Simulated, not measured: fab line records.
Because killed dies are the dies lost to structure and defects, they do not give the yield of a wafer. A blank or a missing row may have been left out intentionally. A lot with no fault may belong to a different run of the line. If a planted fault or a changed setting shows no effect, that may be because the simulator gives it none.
Chamber matching || flow n5 finfet || N5_MIM_TOP_ETCH_PECVD_03 on pecvd-03: 3 sister chambers
The step deposits SiNx from SiH4/NH3/N2, target thk 20 nm, time 17.6 s. 14 wafers are shown with their chamber, then 7 later ones without.

WAFERS, EACH WITH ITS CHAMBER
{"wafer": "L367.1", "chamber": 1, "showerhead plenum p Torr (Torr)": 5.15, "throttle valve pct (%)": 39.9, "heater power w (W)": 761}
{"wafer": "L367.2", "chamber": 0, "showerhead plenum p Torr (Torr)": 5.27, "throttle valve pct (%)": 38.6, "heater power w (W)": 735}
{"wafer": "L367.6", "chamber": 0, "showerhead plenum p Torr (Torr)": 5.27, "throttle valve pct (%)": 38.7, "heater power w (W)": 755}
{"wafer": "L370.1", "chamber": 1, "showerhead plenum p Torr (Torr)": 5.16, "throttle valve pct (%)": 39.9, "heater power w (W)": 757}
{"wafer": "L370.3", "chamber": 2, "showerhead plenum p Torr (Torr)": 5.10, "throttle valve pct (%)": 40.0, "heater power w (W)": 781}
{"wafer": "L370.4", "chamber": 0, "showerhead plenum p Torr (Torr)": 5.28, "throttle valve pct (%)": 38.5, "heater power w (W)": 759}
{"wafer": "L371.2", "chamber": 1, "showerhead plenum p Torr (Torr)": 5.16, "throttle valve pct (%)": 39.8, "heater power w (W)": 775}
{"wafer": "L371.4", "chamber": 1, "showerhead plenum p Torr (Torr)": 5.16, "throttle valve pct (%)": 40.0, "heater power w (W)": 791}
{"wafer": "L371.6", "chamber": 2, "showerhead plenum p Torr (Torr)": 5.09, "throttle valve pct (%)": 40.2, "heater power w (W)": 765}
{"wafer": "L373.1", "chamber": 1, "showerhead plenum p Torr (Torr)": 5.15, "throttle valve pct (%)": 39.7, "heater power w (W)": 781}
{"wafer": "L373.2", "chamber": 2, "showerhead plenum p Torr (Torr)": 5.09, "throttle valve pct (%)": 39.8, "heater power w (W)": 654}
{"wafer": "L373.6", "chamber": 0, "showerhead plenum p Torr (Torr)": 5.28, "throttle valve pct (%)": 38.6, "heater power w (W)": 732}
{"wafer": "L385.2", "chamber": 2, "showerhead plenum p Torr (Torr)": 5.09, "throttle valve pct (%)": 40.6, "heater power w (W)": 740}
{"wafer": "L385.3", "chamber": 0, "showerhead plenum p Torr (Torr)": 5.27, "throttle valve pct (%)": 38.6, "heater power w (W)": 702}

SIGNATURES (means of the wafers above)
{"reading": "showerhead plenum p Torr", "chamber 0": 5.2740, "chamber 1": 5.1560, "chamber 2": 5.0925, "scatter within a chamber": 0.00535}
{"reading": "throttle valve pct", "chamber 0": 38.600, "chamber 1": 39.860, "chamber 2": 40.150, "scatter within a chamber": 0.196}
{"reading": "heater power w", "chamber 0": 736.60, "chamber 1": 773.00, "chamber 2": 735.00, "scatter within a chamber": 33.6}
Rule: a wafer lies at a distance from a chamber equal to the root of the sum of squares, over the readings, of (its reading less the chamber's mean, divided by the reading's scatter). If the next closest chamber is less than 2 further off than the closest, the wafer can't be placed; otherwise it belongs to the closest. The scatter: take each reading less its chamber's mean, square it, sum over the shown wafers, divide by the number of wafers less the number of chambers, and take the root.

WAFERS WHOSE CHAMBER IS MISSING
{"wafer": "L385.6", "showerhead plenum p Torr (Torr)": 5.18, "throttle valve pct (%)": 39.8, "heater power w (W)": 816}
{"wafer": "L387.3", "showerhead plenum p Torr (Torr)": 5.27, "throttle valve pct (%)": 38.7, "heater power w (W)": 779}
{"wafer": "L387.4", "showerhead plenum p Torr (Torr)": 5.09, "throttle valve pct (%)": 40.8, "heater power w (W)": 721}
{"wafer": "L387.6", "showerhead plenum p Torr (Torr)": 5.16, "throttle valve pct (%)": 39.5, "heater power w (W)": 787}
{"wafer": "L386.1", "showerhead plenum p Torr (Torr)": 5.26, "throttle valve pct (%)": 38.6, "heater power w (W)": 745}
{"wafer": "L386.3", "showerhead plenum p Torr (Torr)": 5.09, "throttle valve pct (%)": 40.9, "heater power w (W)": 712}
{"wafer": "L386.5", "showerhead plenum p Torr (Torr)": 5.09, "throttle valve pct (%)": 40.4, "heater power w (W)": 715}

CHAMBER TAKEN BY EACH
{"wafer": "L385.6", "from the rows above": 1, "in truth": 1}
{"wafer": "L387.3", "from the rows above": 0, "in truth": 0}
{"wafer": "L387.4", "from the rows above": 2, "in truth": 2}
{"wafer": "L387.6", "from the rows above": 1, "in truth": 1}
{"wafer": "L386.1", "from the rows above": 0, "in truth": 0}
{"wafer": "L386.3", "from the rows above": 2, "in truth": 2}
{"wafer": "L386.5", "from the rows above": 2, "in truth": 2}
7 of 7 placed correctly. Left unplaced by these rows: 0. Number placed wrongly: 0.
